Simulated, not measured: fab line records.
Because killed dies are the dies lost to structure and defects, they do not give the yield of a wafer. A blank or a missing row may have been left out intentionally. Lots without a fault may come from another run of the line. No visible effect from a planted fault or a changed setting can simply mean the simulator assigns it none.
Chamber matching | flow n5-finfet | rie-diel-02 running N5_BEOL_M7_ETCH_65: 4 sister chambers
The step etches SiARC in CF4, target depth 15.6 nm, time 26 s. 4 wafers are shown with their chamber, then 8 later ones without.

== WAFERS, EACH WITH ITS CHAMBER ==
wafer  | chamber | drypump-motor-current-A (A)
L088.2 | 2       | 6.1
L088.5 | 0       | 4.8
L093.5 | 3       | 5.9
L096.1 | 1       | 5.6

== WAFERS WITH NO CHAMBER GIVEN ==
wafer  | drypump-motor-current-A (A)
L096.2 | 6.1
L096.3 | 4.8
L095.1 | 6.0
L095.2 | 5.6
L095.4 | 5.9
L097.4 | 5.9
L097.5 | 5.6
L097.6 | 6.0

== WHICH CHAMBER EACH ONE RAN IN ==
wafer  | from the rows above     | in truth
L096.2 | 2                       | 2
L096.3 | 0                       | 0
L095.1 | can't be placed: 2 or 3 | 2
L095.2 | 1                       | 1
L095.4 | 3                       | 3
L097.4 | 3                       | 3
L097.5 | 1                       | 1
L097.6 | can't be placed: 2 or 3 | 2
Correctly placed: 6 of 8. Unplaceable from these rows: 2, with the true chamber sitting among the candidates in 2. Wrongly placed: 0.
How it was worked out, from the rows above alone: a wafer's distance from a chamber is the root of the sum, over the readings, of the square of ((its reading less the chamber's mean) divided by the reading's scatter). The wafer belongs to the nearest chamber; if the next one is less than 2 further off, it can't be placed. A chamber's mean is the mean of its shown wafers. The scatter: root of mean squared gap, hidden wafer to nearest shown wafer, with one shown wafer a chamber.
